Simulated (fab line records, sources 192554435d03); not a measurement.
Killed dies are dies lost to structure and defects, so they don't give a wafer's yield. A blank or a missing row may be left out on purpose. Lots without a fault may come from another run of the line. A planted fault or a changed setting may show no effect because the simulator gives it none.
fab line records | flow n5_finfet | part 2 of 2: steps 25 to 31 of 31
record lots=5 wafers=15 last_day=17
route steps=1938 shown BEOL_M12@1643 BEOL_M13@1659
lots that met no fault: from a run of the same line without faults
start_h: hours from the record's first day to the start of the lot's first wafer shown | wait_h: hours since the lot's step before | " the same as in the row above | L1.1+2: a row that stands for several wafers | - no value, or no start given | * or withheld: withheld | < > ~ a bound
route shown NAME@n: a module of which the file shows steps, and the number in the route of the first | usual: mean/standard deviation of fault-free wafers | same: alike in all rows | chamber/n: place in a boat | sites: the reading at each site | _std_site: their standard deviation | _edge_site: outer sites' mean less inner sites' | radius_mm: how far each site lies from the wafer's centre | mask NAME#n: copy n | behind: the tool/chamber that last shaped the wafer | hold: why the lot was held/for how many hours/how that ended | device: the transistor (n, p or np) that didn't switch | end of line: the same wafers' tests at the end of the route | a step without rows: its recipe alone | killed: dies lost to structure and defects at the first sort, not the wafer's yield | map: a wafer's dies, x killed, . not, _ none there
set.NAME: the setting as run; set.NAME@STEP: as run at that earlier step | model.NAME: the simulator's own value behind a step, which no gauge read
lots at some steps of the route; a table a step, a row a wafer
services: from which hour (start_h, from the record's first day; less than 0 if before it) a tool's chamber was out of use, for how many hours, and why
## steps
# step N5_BEOL_M13_DEVELOP_09
# recipe develop_time_s=45 rinse_liquid=diw dry=air_spin dev_temp_c=21
# usual resist_line_temp_C=23.01/0.098
# same develop_time_s=45
# columns lot.wafer tool chamber start_h wait_h resist_line_temp_C
L080.1 litho_track-03 0 - - 22.88
L080.2 " 0 " " 23.17
L080.3 " 0 " " 23.18
L083.2 litho_track-02 0 - - 23.05
L083.3 " 0 " " 23.18
L083.5 " 0 " " 23.01
L085.4 litho_track-03 0 - - 22.78
L085.5 " 0 " " 22.95
L085.6 " 0 " " 22.92
L090.2 litho_track-02 0 - - 23.03
L090.4 " 0 " " 23.01
L090.5 " 0 " " 23.01
L094.1 litho_track-03 0 - - 23.03
L094.2 " 0 " " 22.75
L094.5 " 0 " " 23.09
# step N5_BEOL_M13_HARDBAKE_14
# recipe temp_c=130 time_s=120
# usual resist_line_temp_C=22.99/0.11
# columns lot.wafer tool chamber start_h wait_h resist_line_temp_C
L080.1 litho_track-03 0 - - 22.90
L080.2 " 0 " " 22.98
L080.3 " 0 " " 23.02
L083.2 litho_track-02 0 - - 23.19
L083.3 " 0 " " 23.09
L083.5 " 0 " " 23.05
L085.4 litho_track-03 0 - - 23.12
L085.5 " 0 " " 23.01
L085.6 " 0 " " 23.10
L090.2 litho_track-02 0 - - 23.09
L090.4 " 0 " " 23.06
L090.5 " 0 " " 23.23
L094.1 litho_track-03 0 - - 23.02
L094.2 " 0 " " 23.03
L094.5 " 0 " " 23.00
# step N5_BEOL_M13_CD_MEAS_10
# recipe target_cd_nm=190 landing_energy_ev=500 detector=se_inlens polarity=opening
# usual cd_nm=189.8/1.6
# columns lot.wafer tool chamber start_h wait_h cd_nm
L080.1 cd_sem-01 0 290.56 - 189.8
L080.2 " 0 " " 191.1
L080.3 " 0 " " 189.1
L083.2 cd_sem-02 0 303.02 - 188.1
L083.3 " 0 " " 191.2
L083.5 " 0 " " 190.7
L085.4 cd_sem-02 0 314.12 - 188.3
L085.5 " 0 " " 191.4
L085.6 " 0 " " 189.8
L090.2 cd_sem-03 0 340.12 - 189.3
L090.4 " 0 " " 192.0
L090.5 " 0 " " 189.9
L094.1 cd_sem-02 0 379.18 - 187.5
L094.2 " 0 " " 188.5
L094.5 " 0 " " 189.8
# step N5_BEOL_M13_OVL_MEAS_11
# recipe points_per_wafer=44
# usual V12_OVL=-3/5.2
# columns lot.wafer tool chamber start_h wait_h V12_OVL[nm]
L080.1 overlay-01 0 290.59 0.0 -3
L080.2 " 0 " " 3
L080.3 " 0 " " 3
L083.2 overlay-01 0 303.05 0.0 3
L083.3 " 0 " " 5
L083.5 " 0 " " 0
L085.4 overlay-02 0 314.15 0.0 -7
L085.5 " 0 " " -11
L085.6 " 0 " " 0
L090.2 overlay-02 0 340.15 0.0 4
L090.4 " 0 " " 0
L090.5 " 0 " " -4
L094.1 overlay-02 0 379.21 0.0 -5
L094.2 " 0 " " -1
L094.5 " 0 " " 2
# step N5_BEOL_M13_INSPECT_12
# recipe mode=adi inspect_instrument=macro
# usual raw_defect_count=2.0/1.4
# columns lot.wafer tool chamber start_h wait_h raw_defect_count
L080.1 defect_inspect-02 - 290.61 0.0 2
L080.2 " - " " 6
L080.3 " - " " 1
L083.2 defect_inspect-01 - 303.07 0.0 5
L083.3 " - " " 5
L083.5 " - " " 2
L085.4 defect_inspect-01 - 314.17 0.0 0
L085.5 " - " " 2
L085.6 " - " " 1
L090.2 defect_inspect-01 - 340.17 0.0 2
L090.4 " - " " 3
L090.5 " - " " 0
L094.1 defect_inspect-02 - 379.23 0.0 2
L094.2 " - " " 3
L094.5 " - " " 2
# step N5_BEOL_M13_DESCUM_15
# recipe chemistry=O2 time_s=7.9 source_power_w=50 bias_power_w=20 pressure_mtorr=20 rf_frequency_hz=2.712e+07 temp_c=40 o2_flow_sccm=225
# usual drypump_motor_current_A=5.6/0.44 oes_product_au=0.80/0.083 rf_vpp_V=243.2/1.4 showerhead_plenum_p_Torr=2.10/0.074 throttle_valve_pct=20.55/0.19
# columns lot.wafer tool chamber start_h wait_h drypump_motor_current_A oes_product_au rf_hours_counter_h rf_vpp_V showerhead_plenum_p_Torr throttle_valve_pct
L080.1 rie_diel-06 3 290.64 0.0 6.2 0.84 73 245.0 2.11 20.29
L080.2 " 1 " " 5.7 0.72 212 242.6 2.07 20.66
L080.3 " 0 " " 5.2 0.79 109 242.0 2.01 20.23
L083.2 rie_diel-06 1 303.12 0.0 5.7 0.73 216 241.9 2.06 20.66
L083.3 " 0 " " 5.2 0.77 114 243.0 2.01 20.24
L083.5 " 2 " " 6.0 0.95 - 243.5 2.05 20.30
L085.4 rie_diel-06 2 314.21 0.0 6.0 0.94 7 243.5 2.05 20.30
L085.5 " 1 " " 5.7 0.72 - 243.2 2.06 20.67
L085.6 " 2 " " 6.0 0.93 - 242.8 2.05 20.30
L090.2 rie_diel-03 1 340.50 0.3 5.4 0.83 70 244.1 2.22 20.57
L090.4 " 3 " " 6.4 0.82 - 243.0 2.12 20.74
L090.5 " 1 " " 5.4 0.82 - 244.0 2.22 20.59
L094.1 rie_diel-04 3 379.27 0.0 5.2 0.79 110 241.2 2.04 20.63
L094.2 " 2 " " 5.7 0.87 44 245.8 2.24 20.78
L094.5 " 3 " " 5.2 0.79 - 241.2 2.04 20.64
# step N5_BEOL_M13_ETCH_59
# recipe chemistry=N2/H2 target=BARC target_depth_a=890 overetch_a=267 time_s=67.9 ion_energy_ev=200 pressure_mtorr=30 source_w=840 bias_w=150 n2_flow_sccm=200 h2_flow_sccm=200
# usual drypump_motor_current_A=5.6/0.44 n2_flow_sccm=200.0/0.62 oes_product_au=0.68/0.069 rf_vpp_V=524.2/2.4 showerhead_plenum_p_Torr=2.56/0.086 throttle_valve_pct=18.06/0.27
# columns lot.wafer tool chamber start_h wait_h drypump_motor_current_A n2_flow_sccm oes_product_au rf_hours_counter_h rf_vpp_V showerhead_plenum_p_Torr throttle_valve_pct
L080.1 rie_diel-06 3 290.68 0.0 6.2 199.0 0.71 73 526.4 2.58 17.88
L080.2 " 1 " " 5.7 199.8 0.61 212 522.5 2.52 18.17
L080.3 " 0 " " 5.2 199.6 0.68 109 519.8 2.44 17.63
L083.2 rie_diel-06 1 303.16 0.0 5.7 199.3 0.61 216 523.2 2.52 18.16
L083.3 " 0 " " 5.2 200.0 0.68 114 522.1 2.43 17.64
L083.5 " 2 " " 6.1 198.8 0.81 - 522.4 2.49 17.67
L085.4 rie_diel-06 2 314.24 0.0 6.1 200.2 0.79 7 523.3 2.49 17.67
L085.5 " 1 " " 5.7 201.4 0.60 - 522.4 2.52 18.17
L085.6 " 2 " " 6.1 200.2 0.79 - 521.4 2.49 17.66
L090.2 rie_diel-03 1 340.54 0.0 5.4 200.2 0.70 70 527.3 2.67 17.91
L090.4 " 3 " " 6.4 200.9 0.70 - 523.9 2.60 18.50
L090.5 " 1 " " 5.4 200.3 0.70 - 528.3 2.67 17.92
L094.1 rie_diel-04 3 379.30 0.0 5.2 200.0 0.67 110 521.9 2.46 17.97
L094.2 " 2 " " 5.7 200.3 0.76 44 527.8 2.72 18.27
L094.5 " 3 " " 5.2 200.2 0.68 - 522.5 2.46 17.96
## services
# columns tool chamber start_h hours kind
rie_diel-06 0 267.66 4.5 repair
cmp-04 - 269.35 4.0 pm
rie_diel-04 3 278.44 4.5 repair
ecd_cu-01 - 283.45 1.3 repair
krf_scanner-01 - 284.14 1.3 pm
wet_bench-04 - 285.49 1.9 pm
rie_diel-03 2 296.51 115.9 repair
rie_diel-04 3 296.85 3.5 repair
pecvd-03 1 300.78 2.8 repair
krf_scanner-01 - 313.11 0.3 repair
krf_scanner-01 - 314.16 4.0 pm
krf_scanner-02 - 318.18 1.0 pm
pecvd-03 1 322.46 12.9 repair
krf_scanner-02 - 329.85 4.0 pm
rie_diel-04 1 334.75 7.2 repair
wet_bench-04 - 336.58 1.7 repair
rie_diel-06 - 340.42 15.6 pm
pecvd-04 - 350.00 0.5 repair
rie_diel-01 2 350.29 6.7 repair
wet_bench-02 - 358.82 0.8 repair
krf_scanner-01 - 362.70 4.4 pm
pvd_sputter-01 - 363.48 2.4 repair
cmp-01 - 368.83 2.7 repair
krf_scanner-02 - 370.68 1.3 pm
